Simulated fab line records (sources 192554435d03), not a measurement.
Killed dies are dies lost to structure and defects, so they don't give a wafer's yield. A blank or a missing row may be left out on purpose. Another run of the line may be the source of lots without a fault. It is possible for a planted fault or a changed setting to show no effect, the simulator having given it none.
A struck lot beside a sound one | flow n5_finfet | 19 out of 1938 route steps
Sound: the wafers L291.1, L291.2, L291.3. Struck: wafers L292.2, L292.4, L292.5. Last of all comes the cause.
Each step with rows lists, per side, the tool, then ch with its chambers, then its first start. Under that, the readings that differ: sound wafers | struck wafers | difference of the means | sigmas: that difference in standard deviations of wafers without a fault.
alike: readings with means less than 2 such deviations apart, plus words and numbers identical on both sides. not compared: withheld readings, readings lacking a value on some wafer, bounds such as >300 that could conceal the same value, and numbers that have no deviation in the record and whose values overlap.
The two part at a step that has a row with sigmas, a row that says differs or no value, or rows on one side only. When numbers do not overlap yet have no deviation, they are printed without sigmas and do not part them. A reading that every wafer of one side lacks parts them only if that side has two wafers or more.

N5_BEOL_M7_RS_MEAS_57: uses a four-point probe to measure.
  sound: film_metro-02 at day 10 16:22; struck: film_metro-02 at day 10 19:55
  alike: M7_RS
N5_BEOL_M7_INSPECT_58: inspects for defects (darkfield).
  sound: defect_inspect-01 at day 10 16:23; struck: defect_inspect-02 at day 10 19:56
  alike: raw_defect_count
N5_BEOL_M8_ILD_DEP_00: deposits SiCOH lowk from DEMS/porogen, target thk 179.75 nm, time 33.4 s.
  sound on pecvd-01 ch 0,1,2, day 10 16:26; struck on pecvd-02 ch 0, day 10 19:58
  alike: heater_power_w, showerhead_plenum_p_Torr, throttle_valve_pct
N5_BEOL_M8_CURE_74: cures SiCOH lowk, time 240 s.
  sound on uv_cure-02 ch 0, day 10 16:29; struck on uv_cure-02 ch 0, day 10 20:08
  alike: lamp_power_pct, wafer_temp_C_max
N5_BEOL_M8_THK_MEAS_01:
  sound: film_metro-01 at day 10 17:01; struck: film_metro-02 at day 10 20:34
  alike: M8_ILD_THK
N5_BEOL_M8_PECVD_70: deposits SiO2 from TEOS/O2, target thk 20 nm, time 22.7 s.
  sound on pecvd-02 ch 0,2, day 10 17:02; struck on pecvd-03 ch 0,1, day 10 20:37
  alike: heater_power_w, showerhead_plenum_p_Torr, throttle_valve_pct
N5_BEOL_M8_HM_DEP_02: deposits TiN, target thk 20 nm.
  sound: pvd_sputter-02 at day 10 17:45; struck: pvd_sputter-01 at day 10 22:04
  alike: substrate_temp_c, throttle_valve_pct
then, 5 steps without rows for these wafers: N5_BEOL_M8_COAT_59 (time 60 s, resist thk 100 nm); N5_BEOL_M8_COAT_60 (time 60 s, resist thk 35 nm); N5_BEOL_M8_COAT_05 (resist thk 90 nm); N5_BEOL_M8_EBR_07; N5_BEOL_M8_SOFTBAKE_06 (time 60 s).
N5_BEOL_M8_EXPOSE_08: exposes mask M8.
  sound on arfi_scanner-02 ch 0, day 10 17:59; struck on arfi_scanner-02 ch 0, day 10 22:19
  reading                         | sound       | struck   | difference | sigmas
  model.BEOL_M8.overlay_x_nm (nm) | 0.4 0.4 0.4 | 12 12 12 | +12        |
  alike: mask, focus_offset_nm
then, 2 steps without rows for these wafers: N5_BEOL_M8_PEB_09 (peb time 60 s); N5_BEOL_M8_DEVELOP_10 (develop time 30 s).
N5_BEOL_M8_CD_MEAS_11: target cd 38.5 nm.
  sound on cd_sem-02 ch 0, day 10 18:07; struck on cd_sem-02 ch 0, day 10 22:26
  alike: cd_nm
N5_BEOL_M8_OVL_MEAS_12:
  sound on overlay-02 ch 0, day 10 18:10; struck on overlay-02 ch 0, day 10 22:28
  reading     | sound       | struck         | difference | sigmas
  M8_OVL (nm) | 0.7 0.7 0.6 | 11.4 11.6 11.6 | +10.9      | +14
N5_BEOL_M8_INSPECT_13: inspects for defects (brightfield).
  sound: defect_inspect-01 at day 10 18:11; struck: defect_inspect-02 at day 10 22:30
  alike: raw_defect_count
-- here the record skips 4 days between the struck wafers' starts before and after, leaving off in module BEOL_M8 and picking up in module PASSIVATION (first step shown: number 1936 of the route) --
N5_PASSIVATION_PROBE_49:
  sound: prober-01 at day 13 19:26; struck: prober-01 at day 14 12:43
  alike: defect_limited_yield, killed_at_M0_to_M3, killed_at_M4_up, killed_at_contacts, killed_at_front_end, killed_at_other, killed_dies, killed_on_rim, killed_open, killed_short, sort_bin_4_leakage, sort_bin_5_function, sort_bin_6_memory, sort_bin_8_speed, sort_n_pass, sort_yield_pct

WHERE THEY PART
Within this record, at N5_BEOL_M8_OVL_MEAS_12 only. Later steps at which nothing parts them and some readings are alike: N5_BEOL_M8_INSPECT_13, N5_PASSIVATION_PROBE_49.

WHY: whatever the simulator had introduced
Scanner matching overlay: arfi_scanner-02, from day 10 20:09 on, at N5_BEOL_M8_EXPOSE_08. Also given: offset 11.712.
